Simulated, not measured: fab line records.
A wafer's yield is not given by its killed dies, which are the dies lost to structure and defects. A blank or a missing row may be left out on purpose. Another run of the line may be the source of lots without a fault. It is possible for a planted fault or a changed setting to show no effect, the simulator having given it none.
Comparing a struck lot with a sound one    flow nandHarc    27 steps out of a route of 1302
Sound: wafers L966.1, L966.3, L966.6. Wafers struck: L980.2, L980.3, L980.4. At the end, the cause is stated.
At each step with rows: each side's tool, then ch and its chambers, then its first start. Under that, the readings that differ: sound wafers    struck wafers    difference of the means    sigmas: that difference in standard deviations of wafers without a fault.
alike: words and numbers the same on both sides, and readings whose means are apart by under 2 such deviations; not compared: readings that were withheld, readings missing a value for some wafer, numbers with overlapping values and no deviation given by the record, and bounds like >300 which may hide the same value.
The two part at a step that has a row with sigmas, a row that says differs or no value, or rows on one side only. Non-overlapping numbers with no deviation appear without sigmas and do not part them. A reading that every wafer of one side lacks parts them only if that side has two wafers or more.

first, 6 steps without rows for these wafers: NHARC_A_ONON_D1_DEP_03 (target thk 1000 nm); NHARC_A_ONON_D1_DEP_06 (target thk 1000 nm); NHARC_A_ONON_D1_DEP_09 (target thk 1000 nm); NHARC_A_ONON_D1_DEP_12 (target thk 1000 nm); NHARC_A_ONON_D1_ANNEAL_15 (time 3600 s); NHARC_A_ONON_D1_DEP_16 (target thk 1000 nm).
NHARC_A_ONON_D1_DEP_19: target thk 1000 nm.
  sound on pecvdOnon-03 ch 0, day 10 02:30; struck on pecvdOnon-01 ch 0, day 15 19:26
  alike: nh3FlowSccm
then, 19 steps without rows for these wafers: NHARC_A_ONON_D1_DEP_22 (target thk 1000 nm); NHARC_A_ONON_D1_DEP_25 (target thk 1000 nm); NHARC_A_ONON_D1_DEP_28 (target thk 1000 nm); NHARC_A_ONON_D1_DEP_33 (deposits SiO2, target thk 200 nm); NHARC_A_CHANNEL_HOLE_D1_DEP_00 (deposits aC, target thk 3100 nm); NHARC_A_CHANNEL_HOLE_D1_DEP_01 (deposits SiON, target thk 140 nm); NHARC_A_CHANNEL_HOLE_D1_DEHYDRATE_02 (time 120 s); NHARC_A_CHANNEL_HOLE_D1_HMDS_03 (time 30 s); NHARC_A_CHANNEL_HOLE_D1_COAT_36 (time 75 s); NHARC_A_CHANNEL_HOLE_D1_COAT_37 (time 65 s); NHARC_A_CHANNEL_HOLE_D1_COAT_04 (resist thk 90 nm); NHARC_A_CHANNEL_HOLE_D1_SOFTBAKE_05 (time 55 s); NHARC_A_CHANNEL_HOLE_D1_EBR_06; NHARC_A_CHANNEL_HOLE_D1_EXPOSE_07 (exposes mask HOLE D1, target cd 100 nm); NHARC_A_CHANNEL_HOLE_D1_PEB_08 (peb time 65 s); NHARC_A_CHANNEL_HOLE_D1_DEVELOP_09 (develop time 35 s); NHARC_A_CHANNEL_HOLE_D1_DESCUM_15 (chemistry O2, time 3 s); NHARC_A_CHANNEL_HOLE_D1_ETCH_38 (etches the open film in CF4, target depth 39 nm, time 65 s); NHARC_A_CHANNEL_HOLE_D1_ETCH_39 (etches the open film in N2/H2, target depth 260 nm, time 325 s).
-- jump in the record: it breaks off in module A_CHANNEL_HOLE_D1 and resumes in module END (first step shown: number 1302 of the route), and 16 days separate the struck wafers' starts before and after --
NHARC_END_SORT_01:
  sound on prober-01 ch 0, day 26 08:59; struck on prober-01 ch 0, day 31 23:06
reading        sound     struck       difference  sigmas
killedAtArray  52 45 64  138 148 152  +92         +7
killedDies     55 47 67  142 151 158  +94         +6
  alike: killedAtOther, killedAtPeriphery, killedOpen, killedShort

## WHERE THEY PART
At NHARC_END_SORT_01 and nowhere else, as far as this record goes.

WHY: what had been put in by the simulator
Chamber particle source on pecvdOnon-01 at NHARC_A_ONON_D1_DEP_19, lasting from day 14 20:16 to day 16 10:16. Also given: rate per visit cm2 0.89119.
